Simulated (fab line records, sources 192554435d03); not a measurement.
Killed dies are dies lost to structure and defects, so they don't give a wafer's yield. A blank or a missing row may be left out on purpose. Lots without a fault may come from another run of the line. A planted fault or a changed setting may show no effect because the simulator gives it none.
Chamber matching | flow n5_finfet | N5_SD_EPI_N_ETCH_35 on rie_diel-04: 4 sister chambers
The step etches SOC in N2/H2, overetch 108 nm, time 486 s. 27 wafers are shown with their chamber, then 12 later ones without.

WAFERS WITH THEIR CHAMBER
wafer  | chamber | drypump_motor_current_A (A) | oes_product_au (a.u.) | throttle_valve_pct (%)
L076.1 | 1       | 5.1                         | 0.63                  | 24.18
L076.2 | 2       | 5.0                         | 0.82                  | 23.99
L076.3 | 0       | 5.9                         | 0.63                  | 23.67
L079.2 | 3       | 5.6                         | 0.64                  | 23.90
L079.3 | 1       | 5.2                         | 0.61                  | 24.17
L079.4 | 2       | 5.0                         | 0.80                  | 23.99
L080.2 | 0       | 5.9                         | 0.63                  | 23.65
L080.3 | 2       | 5.0                         | 0.80                  | 24.01
L080.4 | 3       | 5.6                         | 0.64                  | 23.89
L082.1 | 3       | 5.6                         | 0.64                  | 23.91
L082.3 | 2       | 5.0                         | 0.80                  | 24.01
L082.4 | 1       | 5.1                         | 0.61                  | 24.18
L085.1 | 3       | 5.6                         | 0.63                  | 23.91
L085.2 | 2       | 5.0                         | 0.78                  | 24.00
L085.6 | 3       | 5.6                         | 0.63                  | 23.91
L086.3 | 1       | 5.2                         | 0.87                  | 23.55
L086.4 | 3       | 5.6                         | 0.63                  | 23.91
L086.5 | 1       | 5.2                         | 0.87                  | 23.55
L087.3 | 2       | 5.0                         | 0.78                  | 24.01
L087.4 | 3       | 5.6                         | 0.63                  | 23.92
L087.5 | 2       | 5.0                         | 0.77                  | 24.01
L088.1 | 1       | 5.2                         | 0.85                  | 23.56
L088.2 | 3       | 5.6                         | 0.63                  | 23.91
L088.5 | 1       | 5.2                         | 0.85                  | 23.57
L089.2 | 2       | 5.0                         | 0.76                  | 24.02
L089.5 | 1       | 5.2                         | 0.85                  | 23.58
L089.6 | 0       | 5.8                         | 0.61                  | 23.69

SIGNATURES (means of the wafers above)
reading                 | chamber 0 | chamber 1 | chamber 2 | chamber 3 | scatter within a chamber
drypump_motor_current_A | 5.867     | 5.175     | 5.000     | 5.600     | 0.0307
oes_product_au          | 0.6233    | 0.7675    | 0.7888    | 0.6338    | 0.0701
throttle_valve_pct      | 23.6700   | 23.7925   | 24.0050   | 23.9075   | 0.176
Rule: a wafer's distance from a chamber is the root of the sum, over the readings, of the square of ((its reading less the chamber's mean) divided by the reading's scatter). The wafer belongs to the nearest chamber; if the next one is less than 2 further off, it can't be placed. The scatter: the root of (the sum of the squares of (reading less its chamber's mean) over the shown wafers, divided by (wafers less chambers)).

WAFERS WITHOUT THEIR CHAMBER
wafer  | drypump_motor_current_A (A) | oes_product_au (a.u.) | throttle_valve_pct (%)
L090.4 | 5.6                         | 0.62                  | 23.91
L090.5 | 5.6                         | 0.62                  | 23.92
L090.6 | 4.9                         | 0.77                  | 24.01
L092.1 | 5.2                         | 0.83                  | 23.59
L092.2 | 5.9                         | 0.61                  | 23.72
L092.5 | 5.2                         | 0.84                  | 23.60
L093.1 | 5.6                         | 0.62                  | 23.92
L093.4 | 5.0                         | 0.76                  | 24.02
L093.5 | 5.2                         | 0.82                  | 23.58
L097.2 | 5.2                         | 0.81                  | 23.59
L097.4 | 5.0                         | 0.75                  | 24.03
L097.5 | 5.9                         | 0.85                  | 23.57

WHICH CHAMBER EACH WENT THROUGH
wafer  | from the rows above | in truth
L090.4 | 3                   | 3
L090.5 | 3                   | 3
L090.6 | 2                   | 2
L092.1 | 1                   | 1
L092.2 | 0                   | 0
L092.5 | 1                   | 1
L093.1 | 3                   | 3
L093.4 | 2                   | 2
L093.5 | 1                   | 1
L097.2 | 1                   | 1
L097.4 | 2                   | 2
L097.5 | 0                   | 0
Placed correctly: 12 of 12. Can't be placed from these rows: 0. Placed wrongly: 0.
